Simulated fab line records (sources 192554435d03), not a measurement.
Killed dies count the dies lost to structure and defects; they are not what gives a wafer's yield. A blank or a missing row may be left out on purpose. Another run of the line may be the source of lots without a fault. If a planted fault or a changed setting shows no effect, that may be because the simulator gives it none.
fab line records | flow n5Finfet
record: lots: 24 wafers: 72 lastDay: 17
route steps=1938 shown BEOL_M10@1535 BEOL_M11@1550
lots that met no fault: taken from a fault-free run of the same line
startH: the number of hours between the record's first day and the start of the first shown wafer of the lot | waitH: hours elapsed since this lot's preceding step | " same as the row above | L1.1+2: several wafers, shown together as one row | - value missing, or start not given | * or withheld: withheld | < > ~ a bound
route shown NAME@n: a module of which the file shows steps, and the number in the route of the first | usual: mean/standard deviation taken from wafers without a fault | same: alike in all rows | chamber/n: place in a boat | sites: each site's reading | _std_site: how widely they spread, as a standard deviation | _edge_site: mean of outer sites minus mean of inner sites | radiusMm: how far each site lies from the wafer's centre | mask NAME#n: copy n | behind: the last tool/chamber to shape the wafer | hold: why the lot went on hold/how many hours it stayed there/how the hold came to an end | device: the transistor (n, p or np) that didn't switch | end of line: at the end of the route, the tests of the same wafers | for a step that has no rows: nothing shown but its recipe | killed: at the first sort, the dies lost to defects and structure; wafer yield is something else | map: a wafer's dies, marking killed ones x, the rest . and places with no die _
set.NAME: the run value of the setting; set.NAME@STEP: its run value at that earlier step | model.NAME: the simulator's own value behind a step, which no gauge read
route steps across a sampled set of lots; one table per step, one row per wafer
services: from which hour (startH, from the record's first day; less than 0 if before it) a tool's chamber was out of use, for how many hours, and why
== steps ==
step: N5_BEOL_M10_INSPECT_58
recipe: inspectInstrument: darkfield mode: postDep
usual: rawDefectCount: 65/25
columns lot.wafer tool chamber startH waitH rawDefectCount
L074.3 defectInspect-01 - 210.11 0.0 73
L074.4 " - " " 40
L074.5 " - " " 23
L075.2 defectInspect-02 - 218.75 0.0 81
L075.4 " - " " 94
L075.6 " - " " 151
L077.1 defectInspect-02 - 226.99 0.0 69
L077.2 " - " " 71
L077.5 " - " " 60
L078.1 defectInspect-02 - 231.31 0.0 49
L078.2 " - " " 60
L078.6 " - " " 45
L076.2 defectInspect-02 - 234.15 0.0 72
L076.5 " - " " 74
L076.6 " - " " 32
L080.1 defectInspect-01 - 240.14 0.0 45
L080.3 " - " " 93
L080.5 " - " " 71
L079.1 defectInspect-01 - 249.70 0.0 55
L079.4 " - " " 38
L079.5 " - " " 47
L082.1 defectInspect-02 - 267.06 0.0 42
L082.2 " - " " 50
L082.6 " - " " 36
L081.2 defectInspect-02 - 267.91 0.0 45
L081.4 " - " " 104
L081.6 " - " " 90
L083.3 defectInspect-01 - 271.41 0.0 42
L083.5 " - " " 53
L083.6 " - " " 24
L084.2 defectInspect-01 - 278.09 0.0 56
L084.3 " - " " 58
L084.6 " - " " 68
L085.1 defectInspect-02 - 283.58 0.0 29
L085.3 " - " " 81
L085.6 " - " " 74
L086.1 defectInspect-02 - 283.89 0.0 45
L086.2 " - " " 57
L086.5 " - " " 81
L087.1 defectInspect-02 - 297.33 0.0 28
L087.4 " - " " 51
L087.6 " - " " 47
L089.2 defectInspect-02 - 299.79 0.0 53
L089.5 " - " " 41
L089.6 " - " " 62
L088.1 defectInspect-02 - 306.97 0.0 90
L088.3 " - " " 81
L088.6 " - " " 51
L090.2 defectInspect-01 - 316.53 0.0 100
L090.5 " - " " 42
L090.6 " - " " 76
L091.4 defectInspect-02 - 317.96 0.0 61
L091.5 " - " " 73
L091.6 " - " " 56
L092.2 defectInspect-01 - 334.48 0.0 84
L092.3 " - " " 78
L092.5 " - " " 74
L093.3 defectInspect-01 - 336.48 0.0 75
L093.5 " - " " 91
L093.6 " - " " 58
L094.1 defectInspect-01 - 338.97 0.0 94
L094.3 " - " " 84
L094.5 " - " " 115
L095.3 defectInspect-01 - 354.32 0.0 103
L095.4 " - " " 87
L095.5 " - " " 91
L097.1 defectInspect-02 - 357.44 0.0 40
L097.2 " - " " 49
L097.6 " - " " 66
L096.3 defectInspect-01 - 359.16 0.0 41
L096.5 " - " " 62
L096.6 " - " " 57
step: N5_BEOL_M11_OVL_MEAS_12
recipe: pointsPerWafer: 44
usual: M11_OVL: -1.0/0.77
columns lot.wafer tool chamber startH waitH M11_OVL[nm]
L074.3 overlay-01 0 211.65 0.0 -0.6
L074.4 " 0 " " -1.6
L074.5 " 0 " " -2.1
L075.2 overlay-01 0 221.47 0.0 -0.5
L075.4 " 0 " " -0.8
L075.6 " 0 " " -0.7
L077.1 overlay-01 0 230.49 0.0 -0.1
L077.2 " 0 " " -0.6
L077.5 " 0 " " 0.3
L078.1 overlay-02 0 233.58 0.0 -1.0
L078.2 " 0 " " -2.3
L078.6 " 0 " " -1.2
L076.2 overlay-02 0 235.40 0.0 -1.9
L076.5 " 0 " " -0.6
L076.6 " 0 " " -1.1
L080.1 overlay-01 0 242.67 0.0 -1.5
L080.3 " 0 " " -0.3
L080.5 " 0 " " 0.0
L079.1 overlay-01 0 254.70 0.0 -1.4
L079.4 " 0 " " -2.0
L079.5 " 0 " " 0.2
L082.1 overlay-01 0 269.89 0.0 -1.6
L082.2 " 0 " " -0.3
L082.6 " 0 " " -0.7
L081.2 overlay-02 0 269.93 0.0 -1.4
L081.4 " 0 " " -0.5
L081.6 " 0 " " -0.7
L083.3 overlay-01 0 273.24 0.0 -2.1
L083.5 " 0 " " -2.1
L083.6 " 0 " " -0.8
L084.2 overlay-02 0 279.97 0.0 -3.2
L084.3 " 0 " " -1.0
L084.6 " 0 " " -1.8
L085.1 overlay-01 0 285.24 0.0 -1.0
L085.3 " 0 " " -1.0
L085.6 " 0 " " -0.7
L086.1 overlay-01 0 285.63 0.0 -1.1
L086.2 " 0 " " 0.9
L086.5 " 0 " " -0.1
L087.1 overlay-01 0 299.26 0.0 -0.7
L087.4 " 0 " " -1.8
L087.6 " 0 " " -1.1
L089.2 overlay-01 0 302.69 0.0 -1.0
L089.5 " 0 " " -0.1
L089.6 " 0 " " -0.7
L088.1 overlay-02 0 310.10 0.0 -0.2
L088.3 " 0 " " -1.4
L088.6 " 0 " " -2.1
L090.2 overlay-01 0 321.59 0.0 -0.4
L090.5 " 0 " " 0.2
L090.6 " 0 " " -0.3
L091.4 overlay-02 0 322.01 0.0 -1.7
L091.5 " 0 " " -1.7
L091.6 " 0 " " -1.7
L092.2 overlay-01 0 336.04 0.0 -1.5
L092.3 " 0 " " -1.9
L092.5 " 0 " " -1.8
L093.3 overlay-02 0 338.57 0.0 -0.7
L093.5 " 0 " " -1.1
L093.6 " 0 " " 0.1
L094.1 overlay-02 0 340.70 0.0 -1.4
L094.3 " 0 " " -1.7
L094.5 " 0 " " -1.4
L095.3 overlay-02 0 356.99 0.0 -1.1
L095.4 " 0 " " -1.5
L095.5 " 0 " " -1.7
L097.1 overlay-02 0 358.64 0.0 -2.2
L097.2 " 0 " " -2.0
L097.6 " 0 " " -0.9
L096.3 overlay-02 0 361.51 0.0 -2.1
L096.5 " 0 " " -2.7
L096.6 " 0 " " -3.4
step: N5_BEOL_M11_ETCH_61
recipe: chemistry: CF4 target: SiARC targetDepthA: 390 maskMaterial: CAR-ArF timeS: 65 ionEnergyEv: 80 pressureMtorr: 40 sourceW: 545 biasW: 36 Ar_flow_sccm: 100 cf4FlowSccm: 100 ends: cleared
usual: drypumpMotorCurrentA: 5.90/0.27 etchRfOnTimeS: 64.4/2.5 oesProductAu: 0.66/0.069 rfVppV: 184.2/1.1 showerheadPlenumPTorr: 2.14/0.052 throttleValvePct: 15.61/0.23
columns lot.wafer tool chamber startH waitH drypumpMotorCurrentA etchRfOnTimeS oesProductAu rfHoursCounterH rfVppV showerheadPlenumPTorr throttleValvePct
L074.3 rieDiel-02 0 211.75 0.0 5.49 66.2 0.75 28 184.0 2.11 15.46
L074.4 " 3 " " 6.14 61.3 0.78 21 183.1 2.11 15.37
L074.5 " 0 " " 5.48 66.1 0.75 - 184.0 2.11 15.44
L075.2 rieDiel-02 3 221.80 0.0 6.14 61.7 0.77 24 184.1 2.11 15.35
L075.4 " 0 " " 5.46 66.5 0.75 31 184.2 2.11 15.46
L075.6 " 2 " " 5.95 64.7 0.63 - 185.3 2.13 15.41
L077.1 rieDiel-06 0 230.58 0.0 5.78 63.9 0.62 188 185.8 2.20 15.68
L077.2 " 1 " " 6.49 66.9 0.71 70 183.5 2.19 15.38
L077.5 " 3 " " 5.79 68.8 0.58 - 184.3 2.13 16.03
L078.1 rieDiel-03 2 233.67 0.0 6.05 61.4 0.68 100 182.9 2.17 15.67
L078.2 " 3 " " 5.86 65.6 0.60 240 185.5 2.19 15.58
L078.6 " 3 " " 5.82 65.8 0.59 - 184.3 2.19 15.59
L076.2 rieDiel-02 1 235.49 0.0 5.98 63.3 0.71 80 185.6 2.25 15.38
L076.5 " 3 " " 6.16 61.2 0.77 - 183.2 2.11 15.37
L076.6 " 0 " " 5.48 66.7 0.74 - 184.6 2.11 15.46
L080.1 rieDiel-06 0 242.77 0.0 5.79 63.0 0.62 192 185.3 2.20 15.68
L080.3 " 3 " " 5.78 69.0 0.58 233 183.5 2.13 16.04
L080.5 " 1 " " 6.50 66.6 0.70 - 184.6 2.19 15.39
L079.1 rieDiel-03 2 254.79 0.0 6.03 61.1 0.68 108 186.9 2.17 15.70
L079.4 " 1 " " 5.44 66.7 0.58 - 182.7 2.11 15.98
L079.5 " 3 " " 5.85 66.0 0.59 - 184.7 2.19 15.59
L082.1 rieDiel-06 0 270.07 0.0 5.80 63.2 0.61 200 184.6 2.20 15.70
L082.2 " 3 " " 5.76 68.4 0.58 242 184.8 2.13 16.07
L082.6 " 3 " " 5.77 68.5 0.57 - 185.1 2.13 16.08
L081.2 rieDiel-02 3 270.22 0.0 6.16 62.6 0.74 38 182.7 2.11 15.39
L081.4 " 0 " " 5.54 67.1 0.73 46 184.4 2.11 15.48
L081.6 " 3 " " 6.17 62.7 0.74 - 183.8 2.11 15.38
L083.3 rieDiel-03 1 273.34 0.0 5.45 66.9 0.58 235 183.7 2.11 16.00
L083.5 " 1 " " 5.47 67.1 0.57 - 183.8 2.11 15.99
L083.6 " 0 " " 5.73 62.7 0.64 - 183.4 2.06 15.78
L084.2 rieDiel-03 0 280.06 0.0 5.70 63.1 0.64 192 183.3 2.06 15.80
L084.3 " 1 " " 5.50 67.5 0.57 237 183.3 2.10 16.01
L084.6 " 0 " " 5.72 63.3 0.63 - 182.4 2.06 15.78
L085.1 rieDiel-02 0 285.33 0.0 5.51 66.7 0.72 51 185.3 2.10 15.49
L085.3 " 2 " " 5.93 63.7 0.62 200 185.3 2.12 15.47
L085.6 " 1 " " 5.98 62.7 0.68 - 185.5 2.24 15.42
L086.1 rieDiel-03 3 285.80 0.0 5.83 65.6 0.83 0 184.9 2.18 15.10
L086.2 " 0 " " 5.76 63.0 0.63 195 182.3 2.05 15.79
L086.5 " 0 " " 5.73 62.9 0.63 - 184.1 2.05 15.79
L087.1 rieDiel-06 2 299.35 0.0 6.03 63.0 0.59 232 183.0 2.09 15.66
L087.4 " 1 " " 6.52 68.3 0.68 89 185.1 2.18 15.42
L087.6 " 3 " " 5.80 71.3 0.56 - 183.2 2.13 16.09
L089.2 rieDiel-02 1 303.21 0.0 5.96 63.6 0.68 102 185.4 2.24 15.43
L089.5 " 2 " " 5.92 64.8 0.61 - 184.3 2.12 15.47
L089.6 " 3 " " 6.12 61.8 0.73 - 184.0 2.11 15.41
L088.1 rieDiel-02 0 310.26 0.0 5.52 66.9 0.71 58 183.6 2.10 15.50
L088.3 " 1 " " 5.95 63.1 0.68 104 185.3 2.24 15.43
L088.6 " 3 " " 6.13 62.0 0.73 - 183.8 2.10 15.41
L090.2 rieDiel-06 1 321.69 0.0 6.48 67.4 0.68 98 184.1 2.18 15.45
L090.5 " 1 " " 6.49 67.0 0.67 - 183.8 2.18 15.45
L090.6 " 2 " " 6.04 61.9 0.60 - 183.8 2.08 15.67
L091.4 rieDiel-03 1 322.10 0.0 5.48 67.0 0.56 249 184.6 2.10 16.03
L091.5 " 1 " " 5.44 66.7 0.58 - 183.9 2.10 16.02
L091.6 " 0 " " 5.74 62.5 0.63 - 184.1 2.05 15.79
L092.2 rieDiel-06 3 336.13 0.0 5.79 65.6 0.84 3 183.2 2.13 15.61
L092.3 " 0 " " 5.79 65.0 0.59 221 185.7 2.19 15.75
L092.5 " 1 " " 6.50 68.3 0.67 - 183.9 2.18 15.45
L093.3 rieDiel-03 2 338.66 0.0 6.03 61.2 0.66 135 183.9 2.16 15.74
L093.5 " 3 " " 5.87 66.4 0.76 - 185.4 2.18 15.12
L093.6 " 0 " " 5.75 64.1 0.62 - 181.8 2.05 15.82
L094.1 rieDiel-03 2 340.80 0.0 6.04 61.2 0.67 136 184.8 2.16 15.74
L094.3 " 0 " " 5.75 63.0 0.63 212 183.3 2.05 15.84
L094.5 " 0 " " 5.73 63.3 0.63 - 181.2 2.05 15.82
L095.3 rieDiel-03 1 357.08 0.0 5.46 65.0 0.82 2 183.3 2.10 15.50
L095.4 " 2 " " 6.07 61.0 0.65 142 185.0 2.16 15.73
L095.5 " 2 " " 6.04 60.5 0.66 - 184.2 2.16 15.76
L097.1 rieDiel-06 1 358.73 0.0 6.51 67.7 0.67 111 183.7 2.18 15.46
L097.2 " 0 " " 5.79 64.7 0.59 229 185.5 2.19 15.76
L097.6 " 3 " " 5.79 65.2 0.80 - 182.0 2.12 15.61
L096.3 rieDiel-06 0 361.61 0.0 5.77 64.6 0.59 230 185.4 2.19 15.76
L096.5 " 3 " " 5.75 65.3 0.80 - 182.5 2.12 15.63
L096.6 " 1 " " 6.50 68.2 0.66 - 185.0 2.18 15.45
step: N5_BEOL_M11_CD_MEAS_18
recipe: pitchNm: 140 targetCdNm: 70
usual: cdNm: 69.6/0.89
columns lot.wafer tool chamber startH waitH cdNm
L074.3 cdSem-03 - 212.24 0.1 69.3
L074.4 " - " " 70.6
L074.5 " - " " 69.5
L075.2 cdSem-01 - 222.33 0.1 70.1
L075.4 " - " " 70.1
L075.6 " - " " 71.4
L077.1 cdSem-03 - 231.00 0.0 71.3
L077.2 " - " " 70.0
L077.5 " - " " 69.9
L078.1 cdSem-03 - 234.09 0.0 69.5
L078.2 " - " " 68.5
L078.6 " - " " 69.2
L076.2 cdSem-03 - 236.03 0.1 69.5
L076.5 " - " " 70.8
L076.6 " - " " 70.9
L080.1 cdSem-02 - 243.18 0.0 70.1
L080.3 " - " " 69.2
L080.5 " - " " 68.2
L079.1 cdSem-02 - 255.30 0.0 69.6
L079.4 " - " " 69.7
L079.5 " - " " 68.5
L082.1 cdSem-01 - 270.54 0.0 69.1
L082.2 " - " " 69.0
L082.6 " - " " 69.1
L081.2 cdSem-01 - 270.64 0.1 69.8
L081.4 " - " " 70.3
L081.6 " - " " 69.8
L083.3 cdSem-01 - 273.76 0.1 69.1
L083.5 " - " " 69.2
L083.6 " - " " 71.0
L084.2 cdSem-01 - 280.48 0.1 71.0
L084.3 " - " " 69.8
L084.6 " - " " 70.4
L085.1 cdSem-03 - 285.76 0.0 70.4
L085.3 " - " " 71.3
L085.6 " - " " 71.0
L086.1 cdSem-03 - 286.22 0.0 69.9
L086.2 " - " " 69.1
L086.5 " - " " 68.8
L087.1 cdSem-02 - 299.77 0.0 69.8
L087.4 " - " " 69.0
L087.6 " - " " 69.7
L089.2 cdSem-01 - 303.74 0.1 69.9
L089.5 " - " " 69.3
L089.6 " - " " 69.4
L088.1 cdSem-03 - 310.85 0.0 70.6
L088.3 " - " " 70.5
L088.6 " - " " 69.5
L090.2 cdSem-01 - 322.11 0.1 68.6
L090.5 " - " " 68.7
L090.6 " - " " 70.4
L091.4 cdSem-01 - 322.53 0.1 70.1
L091.5 " - " " 68.6
L091.6 " - " " 69.7
L092.2 cdSem-01 - 336.55 0.1 68.2
L092.3 " - " " 70.4
L092.5 " - " " 68.4
L093.3 cdSem-01 - 339.10 0.1 68.8
L093.5 " - " " 68.9
L093.6 " - " " 68.9
L094.1 cdSem-01 - 341.21 0.0 70.4
L094.3 " - " " 71.5
L094.5 " - " " 69.7
L095.3 cdSem-03 - 357.50 0.1 69.3
L095.4 " - " " 69.9
L095.5 " - " " 69.3
L097.1 cdSem-01 - 359.15 0.0 68.8
L097.2 " - " " 69.2
L097.6 " - " " 68.6
L096.3 cdSem-01 - 362.04 0.1 69.2
L096.5 " - " " 68.1
L096.6 " - " " 68.5
step: N5_BEOL_M11_INSPECT_30
recipe: mode: adi inspectInstrument: brightfield
usual: rawDefectCount: 382/87
columns lot.wafer tool chamber startH waitH rawDefectCount
L074.3 defectInspect-02 - 212.96 0.0 296
L074.4 " - " " 263
L074.5 " - " " 223
L075.2 defectInspect-01 - 225.10 0.0 405
L075.4 " - " " 492
L075.6 " - " " 560
L077.1 defectInspect-02 - 231.49 0.0 348
L077.2 " - " " 268
L077.5 " - " " 407
L078.1 defectInspect-02 - 234.56 0.0 290
L078.2 " - " " 382
L078.6 " - " " 400
L076.2 defectInspect-02 - 238.19 0.0 393
L076.5 " - " " 437
L076.6 " - " " 388
L080.1 defectInspect-01 - 246.49 0.0 576
L080.3 " - " " 532
L080.5 " - " " 472
L079.1 defectInspect-01 - 255.77 0.0 301
L079.4 " - " " 333
L079.5 " - " " 338
L082.1 defectInspect-01 - 271.86 0.0 521
L082.2 " - " " 456
L082.6 " - " " 279
L081.2 defectInspect-02 - 272.03 0.0 423
L081.4 " - " " 459
L081.6 " - " " 400
L083.3 defectInspect-01 - 275.15 0.0 273
L083.5 " - " " 307
L083.6 " - " " 226
L084.2 defectInspect-02 - 281.01 0.0 359
L084.3 " - " " 324
L084.6 " - " " 261
L086.1 defectInspect-02 - 286.95 0.0 349
L086.2 " - " " 403
L086.5 " - " " 507
L085.1 defectInspect-01 - 287.12 0.0 365
L085.3 " - " " 411
L085.6 " - " " 444
L087.1 defectInspect-01 - 301.87 0.0 292
L087.4 " - " " 306
L087.6 " - " " 241
L089.2 defectInspect-01 - 304.57 0.0 352
L089.5 " - " " 276
L089.6 " - " " 406
L088.1 defectInspect-02 - 313.54 0.0 328
L088.3 " - " " 489
L088.6 " - " " 271
L091.4 defectInspect-01 - 323.35 0.0 307
L091.5 " - " " 325
L091.6 " - " " 412
L090.2 defectInspect-01 - 323.52 0.0 617
L090.5 " - " " 418
L090.6 " - " " 563
L092.2 defectInspect-01 - 337.25 0.0 429
L092.3 " - " " 573
L092.5 " - " " 378
L093.3 defectInspect-02 - 339.44 0.0 479
L093.5 " - " " 395
L093.6 " - " " 498
L094.1 defectInspect-02 - 343.22 0.0 451
L094.3 " - " " 440
L094.5 " - " " 414
L095.3 defectInspect-02 - 357.97 0.0 429
L095.4 " - " " 357
L095.5 " - " " 364
L097.1 defectInspect-02 - 360.06 0.0 323
L097.2 " - " " 240
L097.6 " - " " 324
L096.3 defectInspect-01 - 365.24 0.0 476
L096.5 " - " " 302
L096.6 " - " " 319
step: N5_BEOL_M11_STRIP_77
recipe: chemistry: N2/H2 timeS: 10 powerW: 450 tempC: 40 pressureMtorr: 20 rfFrequencyHz: 6e+07 biasPowerW: 7 n2FlowSccm: 200 h2FlowSccm: 200
usual: drypumpMotorCurrentA: 5.92/0.29 oesProductAu: 0.77/0.085 rfVppV: 59.1/0.81 showerheadPlenumPTorr: 2.53/0.074 tempC: 39.99/0.12 throttleValvePct: 23.53/0.28
columns lot.wafer tool chamber startH waitH drypumpMotorCurrentA oesProductAu rfHoursCounterH rfVppV showerheadPlenumPTorr tempC throttleValvePct
L074.3 rieDiel-03 3 - - 5.86 0.69 234 58.9 2.61 40.05 23.53
L074.4 " 2 " " 6.04 0.80 95 60.8 2.57 39.90 23.74
L074.5 " 2 " " 6.08 0.81 - 58.4 2.57 40.17 23.73
L075.2 rieDiel-02 3 - - 6.15 0.89 25 57.9 2.51 39.82 23.79
L075.4 " 0 " " 5.50 0.89 31 57.9 2.47 40.04 23.52
L075.6 " 2 " " 5.94 0.73 - 59.3 2.53 40.04 23.45
L077.1 rieDiel-06 1 - - 6.50 0.85 70 59.7 2.55 39.82 23.26
L077.2 " 0 " " 5.77 0.70 188 59.7 2.66 39.99 23.91
L077.5 " 2 " " 6.03 0.70 - 59.1 2.48 39.99 23.09
L078.1 rieDiel-03 1 - - 5.52 0.69 221 58.3 2.51 39.96 23.86
L078.2 " 2 " " 6.04 0.79 101 58.8 2.57 39.81 23.75
L078.6 " 3 " " 5.84 0.70 - 58.4 2.61 40.12 23.54
L076.2 rieDiel-02 3 - - 6.12 0.90 28 58.4 2.50 39.99 23.80
L076.5 " 0 " " 5.49 0.90 - 57.4 2.47 39.96 23.52
L076.6 " 3 " " 6.14 0.89 - 59.2 2.50 39.97 23.79
L080.1 rieDiel-06 0 - - 5.80 0.70 193 58.6 2.66 39.99 23.93
L080.3 " 3 " " 5.80 0.70 234 59.0 2.50 39.96 23.81
L080.5 " 3 " " 5.78 0.70 - 59.5 2.50 40.17 23.82
L079.1 rieDiel-03 0 - - 5.71 0.73 184 58.9 2.41 40.06 23.56
L079.4 " 1 " " 5.46 0.68 229 59.1 2.50 39.98 23.86
L079.5 " 1 " " 5.45 0.68 - 59.0 2.50 40.02 23.88
L082.1 rieDiel-03 2 - - 6.05 0.79 114 60.9 2.57 40.05 23.76
L082.2 " 0 " " 5.77 0.74 189 57.6 2.41 40.09 23.55
L082.6 " 2 " " 6.05 0.77 - 60.8 2.57 39.97 23.76
L081.2 rieDiel-06 2 - - 6.03 0.69 226 59.1 2.47 40.07 23.10
L081.4 " 1 " " 6.45 0.84 82 58.2 2.54 39.91 23.26
L081.6 " 1 " " 6.50 0.84 - 59.6 2.54 39.93 23.29
L083.3 rieDiel-02 0 - - 5.49 0.87 48 58.9 2.46 39.89 23.55
L083.5 " 0 " " 5.47 0.86 - 59.3 2.46 39.83 23.53
L083.6 " 1 " " 6.00 0.80 - 60.0 2.66 40.06 23.17
L084.2 rieDiel-02 3 - - 6.16 0.85 41 59.6 2.50 39.85 23.79
L084.3 " 2 " " 5.98 0.71 199 59.4 2.52 39.85 23.49
L084.6 " 3 " " 6.15 0.85 - 60.6 2.50 39.84 23.80
L086.1 rieDiel-03 3 - - 5.87 0.96 0 59.8 2.61 40.06 23.05
L086.2 " 1 " " 5.48 0.68 240 59.9 2.50 40.14 23.89
L086.5 " 2 " " 6.06 0.77 - 59.7 2.56 39.93 23.77
L085.1 rieDiel-06 1 - - 6.50 0.82 86 58.8 2.54 40.26 23.28
L085.3 " 3 " " 5.78 0.67 247 60.1 2.50 40.07 23.81
L085.6 " 2 " " 6.05 0.68 - 58.8 2.47 39.88 23.10
L087.1 rieDiel-02 2 - - 5.98 0.71 205 58.8 2.52 39.97 23.48
L087.4 " 3 " " 6.14 0.85 48 58.7 2.50 39.82 23.81
L087.6 " 3 " " 6.15 0.85 - 59.3 2.50 40.00 23.80
L089.2 rieDiel-06 2 - - 6.04 0.68 235 59.3 2.47 39.82 23.10
L089.5 " 0 " " 5.78 0.69 - 59.4 2.65 39.99 23.94
L089.6 " 1 " " 6.50 0.81 - 60.4 2.54 40.23 23.26
L088.1 rieDiel-06 0 - - 5.80 0.69 215 58.3 2.65 40.20 23.94
L088.3 " 1 " " 6.49 0.82 96 58.5 2.54 39.97 23.29
L088.6 " 1 " " 6.51 0.81 - 59.8 2.54 39.85 23.29
L091.4 rieDiel-03 0 - - 5.73 0.71 205 59.2 2.40 39.90 23.59
L091.5 " 0 " " 5.74 0.72 - 57.9 2.40 40.01 23.57
L091.6 " 1 " " 5.50 0.66 - 59.3 2.49 39.87 23.91
L090.2 rieDiel-02 0 - - 5.46 0.85 62 59.5 2.46 40.03 23.56
L090.5 " 0 " " 5.47 0.85 - 60.1 2.46 39.76 23.55
L090.6 " 1 " " 5.98 0.78 - 59.2 2.65 39.91 23.23
L092.2 rieDiel-03 3 - - 5.81 0.90 15 58.2 2.60 39.85 23.05
L092.3 " 0 " " 5.74 0.72 211 58.1 2.40 40.10 23.59
L092.5 " 3 " " 5.80 0.91 - 58.2 2.60 39.78 23.07
L093.3 rieDiel-06 0 - - 5.79 0.68 223 60.1 2.65 40.19 23.96
L093.5 " 0 " " 5.81 0.67 - 59.5 2.65 40.11 23.96
L093.6 " 1 " " 6.51 0.81 - 58.0 2.53 40.04 23.28
L094.1 rieDiel-06 2 - - 6.04 0.67 248 59.3 2.46 40.09 23.14
L094.3 " 1 " " 6.49 0.81 105 58.9 2.53 39.94 23.30
L094.5 " 2 " " 6.04 0.67 - 58.9 2.46 40.02 23.14
L095.3 rieDiel-03 0 - - 5.77 0.71 218 59.6 2.40 40.19 23.60
L095.4 " 1 " " 5.50 0.97 3 57.6 2.49 39.89 23.46
L095.5 " 0 " " 5.76 0.71 - 58.3 2.40 40.26 23.60
L097.1 rieDiel-02 3 - - 6.16 0.82 66 57.9 2.49 40.09 23.82
L097.2 " 1 " " 6.00 0.77 119 59.0 2.65 39.97 23.23
L097.6 " 3 " " 6.17 0.82 - 58.6 2.49 40.05 23.83
L096.3 rieDiel-03 3 - - 5.84 0.89 25 60.3 2.60 40.04 23.06
L096.5 " 2 " " 6.06 0.76 - 58.3 2.55 39.84 23.81
L096.6 " 1 " " 5.47 0.97 - 59.8 2.49 39.68 23.45
== services ==
columns tool chamber startH hours kind
rieDiel-03 - 220.73 0.9 repair
rieDiel-02 3 229.20 1.3 repair
rieDiel-03 0 237.94 16.9 repair
rieDiel-03 3 265.27 - clean
rieDiel-03 3 265.27 - consumableReplace:esc
rieDiel-03 3 265.27 - consumableReplace:focusRing
rieDiel-03 3 265.27 20.3 scheduledDown
rieDiel-03 3 265.27 20.3 ventCycle
rieDiel-06 3 300.38 - clean
rieDiel-06 3 300.38 - consumableReplace:focusRing
rieDiel-06 3 300.38 24.3 scheduledDown
rieDiel-06 3 300.38 24.3 ventCycle
rieDiel-03 1 324.62 - clean
rieDiel-03 1 324.62 - consumableReplace:focusRing
rieDiel-03 1 324.62 24.0 scheduledDown
rieDiel-03 1 324.62 24.0 ventCycle
rieDiel-02 2 343.65 3.2 repair
rieDiel-06 2 347.95 - clean
rieDiel-06 2 347.95 - consumableReplace:focusRing
rieDiel-06 2 347.95 19.7 scheduledDown
rieDiel-06 2 347.95 19.7 ventCycle
== key ==
fault none
